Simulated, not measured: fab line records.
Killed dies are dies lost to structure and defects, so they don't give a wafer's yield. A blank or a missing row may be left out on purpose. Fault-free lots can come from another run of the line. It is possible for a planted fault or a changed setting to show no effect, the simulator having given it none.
Comparing a struck lot with a sound one | flow n5 finfet | 39 out of 1938 route steps
Sound: these wafers, L441.2, L441.3, L441.5. Struck: wafers L453.3, L453.5. (L453.2 of the same lot was not struck and is left out.) The cause comes at the end.
Order at every step that has rows: each side's tool, ch and its chambers, its first start. Under that, the readings that differ: sound wafers | struck wafers | difference of the means | sigmas: that difference in standard deviations of wafers without a fault.
alike: readings with means less than 2 such deviations apart, plus words and numbers identical on both sides. not compared: withheld readings, readings lacking a value on some wafer, bounds such as >300 that could conceal the same value, and numbers that have no deviation in the record and whose values overlap.
A row with sigmas, a row that says differs or no value, or rows on one side alone: a step with any of these is where the two part. When numbers do not overlap yet have no deviation, they are printed without sigmas and do not part them. A reading missing from all wafers of one side parts the sides only when that side holds two or more wafers.

first, 11 steps without rows for these wafers: N5_BEOL_M0_SAQP_DESCUM_19 (chemistry O2, time 7.9 s); N5_BEOL_M0_SAQP_ETCH_83 (etches SiARC in CF4, target depth 39 nm, time 65 s); N5_BEOL_M0_SAQP_ETCH_84 (etches SOC in N2/H2, target depth 100 nm, overetch 20 nm, time 150 s); N5_BEOL_M0_SAQP_STRIP_80 (strips in N2/H2); N5_BEOL_M0_SAQP_HM_OPEN_112 (chemistry CHF3/O2, target SiO2, stops on a-Si, target depth 12 nm, time 13.5 s); N5_BEOL_M0_SAQP_STRIP_113 (strips in CHF3/O2); N5_BEOL_M0_SAQP_MANDREL_ETCH_20 (etches a-Si in HBr/Cl2, stops on SiNx, target depth 60 nm, bt time 10 s, time 30 s); N5_BEOL_M0_SAQP_STRIP_86 (strips in N2/H2); N5_BEOL_M0_SAQP_STRIP_115 (strips in post etch residue remover, time 60 s); N5_BEOL_M0_SAQP_SRD_93 (time 30 s); N5_BEOL_M0_SAQP_RECESS_114 (chemistry HF/NH3, target SiO2, target depth 14.4 nm, afs cycles 3, sublimation time 60 s).
N5_BEOL_M0_SAQP_SPACER1_ALD_98: deposits SiO2, target thk 12.8 nm, pulse time 1 s, purge time 2 s.
  sound on ald sin-04 ch 0,1, day 6 05:59; struck on ald sin-04 ch 3, day 9 11:09
  reading                                               | sound        | struck  | difference | sigmas
  ald cycles                                            | 138 138 138  | 103 103 | -35        |
  model.SiO2_of_BEOL_M0_SAQP_SPACER1_ALD_98.thk nm (nm) | 13 12.8 12.8 | 9.4 9.4 | -3.5       |
  alike: heater power w, precursor pulse height rel, susceptor temp C
then, 1 step without rows for these wafers: N5_BEOL_M0_SAQP_SPACER1_ETCHBACK_99 (etches SiO2 in CHF3/O2, target depth 15.4 nm, time 7.7 s).
N5_BEOL_M0_SAQP_MANDREL1_REMOVE_100: chemistry HBr/Cl2/O2, target a-Si, stops on SiNx, bt time 10 s.
  sound on rie si-06 ch 0,1, day 6 06:33; struck on rie si-02 ch 1,2, day 9 11:46
  reading                                               | sound        | struck  | difference | sigmas
  model.BEOL_M0_SAQP.cd nm (nm)                         | 13 12.8 12.8 | 9.4 9.4 | -3.5       |
  model.SiO2_of_BEOL_M0_SAQP_SPACER1_ALD_98.thk nm (nm) | 7.6 7.4 7.4  | 4.4 4.4 | -3.1       |
  alike: drypump motor current A, oes product au, throttle valve pct
  not compared: rf hours counter h
N5_BEOL_M0_SAQP_CD_MEAS_25: target cd 13.1 nm.
  sound on cd sem-01 ch 0, day 6 06:40; struck on cd sem-02 ch 0, day 9 11:53
  reading    | sound             | struck    | difference | sigmas
  cd nm (nm) | 13.26 12.79 12.72 | 9.60 9.27 | -3.49      | -16
then, 22 steps without rows for these wafers: N5_BEOL_M0_SAQP_ETCH_101 (etches SiNx in CH3F/O2, target depth 29.9 nm, time 42.7 s); N5_BEOL_M0_SAQP_ETCH_102 (etches SiO2 in CF4, target depth 4 nm, time 4.4 s); N5_BEOL_M0_SAQP_MANDREL_ETCH_103 (etches a-Si in HBr/Cl2, stops on SiCN, target depth 45 nm, bt time 10 s, time 27 s); N5_BEOL_M0_SAQP_RECESS_104 (chemistry HF/NH3, target SiO2, target depth 18 nm, afs cycles 3, sublimation time 60 s); N5_BEOL_M0_SAQP_COAT_105 (time 60 s, resist thk 100 nm); N5_BEOL_M0_SAQP_ETCH_106 (etches SOC in N2/H2, stops on SiNx, target depth 150 nm); N5_BEOL_M0_SAQP_ETCH_107 (etches SiNx in CH3F/O2, target depth 30 nm); N5_BEOL_M0_SAQP_STRIP_108 (strips in N2/H2); N5_BEOL_M0_SAQP_RECESS_109 (chemistry HF/NH3, target SiO2, target depth 3 nm, afs cycles 1, sublimation time 60 s); N5_BEOL_M0_SAQP_SPACER2_ALD_26 (deposits SiO2, target thk 15 nm, pulse time 1 s, purge time 2 s); N5_BEOL_M0_SAQP_SPACER2_ETCHBACK_27 (etches SiO2 in CHF3/O2, target depth 22.5 nm, time 11.25 s); N5_BEOL_M0_SAQP_MANDREL2_REMOVE_110 (chemistry HBr/Cl2/O2, target a-Si, stops on SiCN, bt time 10 s); N5_BEOL_M0_SAQP_COAT_69 (time 60 s, resist thk 90 nm); N5_BEOL_M0_SAQP_COAT_72 (time 60 s, resist thk 15 nm); N5_BEOL_M0_SAQP_COAT_87 (time 60 s, resist thk 5 nm); N5_BEOL_M0_SAQP_COAT_34 (resist thk 30 nm); N5_BEOL_M0_SAQP_EBR_36; N5_BEOL_M0_SAQP_SOFTBAKE_35 (time 60 s); N5_BEOL_M0_SAQP_EXPOSE_37 (exposes mask M0 CUT1, target cd 30 nm); N5_BEOL_M0_SAQP_PEB_38 (peb time 60 s); N5_BEOL_M0_SAQP_DEVELOP_39 (develop time 30 s); N5_BEOL_M0_SAQP_DESCUM_45 (chemistry O2, time 7 s).
N5_BEOL_M4_RC_MEAS_101:
  the record has rows for the sound wafers here (prober-01 ch 0, day 8 10:27) and none for the struck ones
-- here the record skips 7 days between the struck wafers' starts before and after, leaving off in module BEOL_M4 and picking up in module PASSIVATION (first step shown: number 1936 of the route) --
N5_PASSIVATION_PROBE_49:
  sound on prober-02, day 13 02:20; struck on prober-02, day 16 11:40
  reading                  | sound          | struck    | difference | sigmas
  defect limited yield (%) | 90.8 91.8 92.5 | 0 0       | -92        | -61
  killed_at_M0_to_M3       | 40 32 38       | 1107 1137 | +1085      | +90
  killed dies              | 108 97 88      | 1180 1180 | +1082      | +60
  killed on rim            | 13 14 10       | 152 152   | +140       | +34
  sort_bin_5_function (%)  | 5.7 4.5 4.3    | 95.3 95.6 | +90.6      | +91
  sort n pass              | 1072 1083 1092 | 0 0       | -1082      | -60
  sort yield pct (%)       | 90.8 91.8 92.5 | 0 0       | -92        | -61
  alike: killed_at_M4_up, killed at contacts, killed at front end, killed at other, killed open, killed short, sort_bin_6_memory

## WHERE THEY PART
Last at N5_PASSIVATION_PROBE_49 as far as this record goes, first at N5_BEOL_M0_SAQP_CD_MEAS_25.

WHY: what had been put in by the simulator
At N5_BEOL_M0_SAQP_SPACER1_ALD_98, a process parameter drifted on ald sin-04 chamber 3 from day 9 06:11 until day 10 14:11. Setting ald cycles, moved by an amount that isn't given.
